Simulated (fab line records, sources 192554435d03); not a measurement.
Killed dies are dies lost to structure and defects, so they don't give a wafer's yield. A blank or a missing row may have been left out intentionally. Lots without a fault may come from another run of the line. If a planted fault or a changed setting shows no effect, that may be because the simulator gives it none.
Which tool did it? | flow n5-finfet | 38 wafers from 14 lots sampled at 3 of the route's 1938 steps

WHAT THE GAUGES READ, wafer by wafer
No reading from a measuring or inspecting step in the record can be judged against a usual standard deviation.

EACH LOT AND THE TOOL THAT RAN IT (in order: tool; ch and the chambers of the sampled wafers; start)
lot  | N5_BEOL_M9_ALD_74                   | N5_PASSIVATION_ETCH_54             | N5_PASSIVATION_PROBE_49
L929 | ald-metal-04 ch 1,2,3, day 9 23:29  | rie-diel-03 ch 0,1,3, day 12 06:29 | -
L931 | ald-metal-02 ch 0,1,3, day 9 23:44  | rie-diel-02 ch 1,3, day 12 09:56   | -
L934 | ald-metal-04 ch 0,2, day 11 04:17   | rie-diel-04 ch 1,2, day 13 15:10   | -
L937 | ald-metal-04 ch 1,2,3, day 11 23:10 | rie-diel-03 ch 0,2,3, day 14 08:13 | prober-02, day 14 11:01
L935 | ald-metal-03 ch 0,1, day 11 23:29   | rie-diel-04 ch 1,2, day 14 09:16   | -
L938 | ald-metal-04 ch 1,2,3, day 12 00:00 | rie-diel-04 ch 1,2,3, day 14 14:02 | -
L936 | ald-metal-03 ch 0,3, day 12 06:44   | rie-diel-04 ch 0,2, day 14 20:09   | -
L940 | ald-metal-02 ch 1,2, day 12 06:47   | rie-diel-04 ch 1,2, day 14 17:22   | prober-02, day 14 20:10
L939 | ald-metal-04 ch 0,3, day 13 03:15   | rie-diel-04 ch 1,2, day 15 16:19   | -
L941 | ald-metal-04 ch 0,3, day 13 21:44   | rie-diel-04 ch 1,2,3, day 16 11:20 | prober-02, day 16 14:07
L945 | ald-metal-02 ch 0,1,2, day 14 05:23 | rie-diel-03 ch 1,2,3, day 16 15:14 | -
L949 | ald-metal-04 ch 0,2,3, day 15 04:38 | rie-diel-04 ch 1,2, day 17 15:59   | prober-01, day 17 18:52
L950 | ald-metal-04 ch 1,3, day 15 12:17   | rie-diel-02 ch 0,3, day 17 21:36   | prober-01, day 18 00:23
L951 | ald-metal-02 ch 0,1,2, day 16 04:00 | rie-diel-02 ch 0,2,3, day 18 08:18 | prober-02, day 18 11:05
- N5_BEOL_M9_ALD_74: deposits TaN, target thk 2 nm, pulse time 2 s, purge time 3 s.
- N5_PASSIVATION_ETCH_54: etches SiO2 in CHF3/O2, target depth 880 nm, time 440 s.
- N5_PASSIVATION_PROBE_49

AS READ BY THE TOOLS THEMSELVES (means over the sampled wafers that have a number; for cases with no such wafer, the mark the record gives instead)
N5_BEOL_M9_ALD_74. Usual: heater-power-w 433 W, standard deviation 38; susceptor-temp-C 275.02 C, standard deviation 0.19.
lot  | tool         | heater-power-w (W) | susceptor-temp-C (C) | flag
L929 | ald-metal-04 | 453                | 274.98               |
L931 | ald-metal-02 | 402                | 274.97               |
L934 | ald-metal-04 | 414                | 274.88               |
L937 | ald-metal-04 | 458                | 275.08               |
L935 | ald-metal-03 | 466                | 274.71               |
L938 | ald-metal-04 | 455                | 275.01               |
L936 | ald-metal-03 | 414                | 274.88               |
L940 | ald-metal-02 | 440                | 274.86               |
L939 | ald-metal-04 | 414                | 275.00               |
L941 | ald-metal-04 | 414                | 275.14               |
L945 | ald-metal-02 | 420                | 274.91               |
L949 | ald-metal-04 | 428                | 275.09               |
L950 | ald-metal-04 | 446                | 275.01               |
L951 | ald-metal-02 | 417                | 275.09               |

N5_PASSIVATION_ETCH_54. Usual: bias-w 170.0 W, standard deviation 0.48; drypump-motor-current-A 5.8 A, standard deviation 0.42; oes-product-au 0.81 a.u., standard deviation 0.049; rf-vpp-V 519 V, standard deviation 10; showerhead-plenum-p-Torr 2.39 Torr, standard deviation 0.076; throttle-valve-pct 18.80 %, standard deviation 0.17.
lot  | tool        | bias-w (W) | drypump-motor-current-A (A) | oes-product-au (a.u.) | rf-vpp-V (V) | showerhead-plenum-p-Torr (Torr) | throttle-valve-pct (%) | flag
L929 | rie-diel-03 | 170.1      | 5.4                         | 0.81                  | 524          | 2.33                            | 18.96                  |
L931 | rie-diel-02 | 170.1      | 6.2                         | 0.84                  | 510          | 2.42                            | 18.62                  |
L934 | rie-diel-04 | 170.2      | 6.0                         | 0.80                  | 513          | 2.38                            | 18.66                  |
L937 | rie-diel-03 | 170.2      | 5.5                         | 0.77                  | 525          | 2.32                            | 18.89                  |
L935 | rie-diel-04 | 170.5      | 5.9                         | 0.80                  | 512          | 2.37                            | 18.66                  |
L938 | rie-diel-04 | 170.2      | 6.1                         | 0.82                  | 518          | 2.40                            | 18.72                  |
L936 | rie-diel-04 | 169.9      | 5.7                         | 0.77                  | 509          | 2.37                            | 18.91                  |
L940 | rie-diel-04 | 169.9      | 6.0                         | 0.79                  | 511          | 2.38                            | 18.67                  |
L939 | rie-diel-04 | 170.0      | 5.9                         | 0.78                  | 513          | 2.36                            | 18.70                  |
L941 | rie-diel-04 | 169.9      | 6.1                         | 0.81                  | 518          | 2.40                            | 18.74                  |
L945 | rie-diel-03 | 169.8      | 5.5                         | 0.85                  | 530          | 2.41                            | 18.87                  |
L949 | rie-diel-04 | 169.7      | 5.9                         | 0.77                  | 513          | 2.35                            | 18.72                  |
L950 | rie-diel-02 | 170.4      | 5.7                         | 0.81                  | 523          | 2.49                            | 18.67                  |
L951 | rie-diel-02 | 170.4      | 5.6                         | 0.79                  | 520          | 2.43                            | 18.77                  |

N5_PASSIVATION_PROBE_49. Usual: defect-limited-yield 91.4 %, standard deviation 1.4; killed_at_M0_to_M3 32, standard deviation 10; killed_at_M4_up 13, standard deviation 5.6; killed-at-contacts 13, standard deviation 6.6; killed-at-front-end 39, standard deviation 13; killed-at-other 3.4, standard deviation 2.8; killed-dies 101, standard deviation 17; killed-open 66, standard deviation 13; killed-short 33, standard deviation 7; sort_bin_5_function 5.0 %, standard deviation 0.93; sort_bin_6_memory 3.2 %, standard deviation 0.65; sort_bin_8_speed 0.01 %, standard deviation 0.16; sort-n-pass 1078, standard deviation 17; sort-yield-pct 91.4 %, standard deviation 1.4.
lot  | tool      | defect-limited-yield (%) | killed_at_M0_to_M3 | killed_at_M4_up | killed-at-contacts | killed-at-front-end | killed-at-other | killed-dies | killed-open | killed-short | sort_bin_5_function (%) | sort_bin_6_memory (%) | sort_bin_8_speed (%) | sort-n-pass | sort-yield-pct (%) | flag
L937 | prober-02 | 90.8                     | 31                 | 11              | 17                 | 48                  | 1.7             | 108         | 70          | 35           | 5.2                     | 3.4                   | 0.00                 | 1072        | 90.8               |
L940 | prober-02 | 91.7                     | 22                 | 12              | 22                 | 37                  | 3.7             | 97          | 67          | 30           | 4.6                     | 3.5                   | 0.00                 | 1083        | 91.7               |
L941 | prober-02 | 90.9                     | 40                 | 13              | 7                  | 41                  | 5.7             | 107         | 66          | 38           | 5.0                     | 3.7                   | 0.00                 | 1073        | 90.9               |
L949 | prober-01 | 89.1                     | 28                 | 50              | 16                 | 31                  | 3.3             | 129         | 57          | 31           | 6.7                     | 3.4                   | 0.00                 | 1051        | 89.1               | OFF
L950 | prober-01 | 84.6                     | 34                 | 71              | 11                 | 60                  | 7.5             | 182         | 79          | 36           | 9.3                     | 4.4                   | 0.00                 | 998         | 84.6               | OFF
L951 | prober-02 | 90.5                     | 42                 | 13              | 15                 | 42                  | 0.3             | 112         | 74          | 36           | 5.4                     | 3.7                   | 0.00                 | 1068        | 90.5               |

THE ANSWER, worked out from the rows above alone
Rule: lot off if the mean of its wafers having a number is beyond 3 standard deviations from the usual mean. Also off: a lot with no number at a reading for which 4 or more lots have one. The other lots that the step has rows for count as sound. Order of review: gauges by route order, followed by the tools' own readings, for which a lot's mean as printed above is used. The first step at which some lot is off is used, and at that step the reading that is off furthest; a lot without a number counts as furthest.
Off at N5_PASSIVATION_PROBE_49 (killed_at_M4_up): L949, L950. Neither off nor sound, because the step has no rows for them: L929, L931, L934, L935, L938, L936, L939, L945.
A tool fits if, at that step or a process step before it, it ran every lot that is off, and no sound lot after the first of them. Undecided on this evidence; 2 tools fit (ald-metal-04 at N5_BEOL_M9_ALD_74, prober-01 at N5_PASSIVATION_PROBE_49).

WHAT WAS PUT IN BY THE SIMULATOR
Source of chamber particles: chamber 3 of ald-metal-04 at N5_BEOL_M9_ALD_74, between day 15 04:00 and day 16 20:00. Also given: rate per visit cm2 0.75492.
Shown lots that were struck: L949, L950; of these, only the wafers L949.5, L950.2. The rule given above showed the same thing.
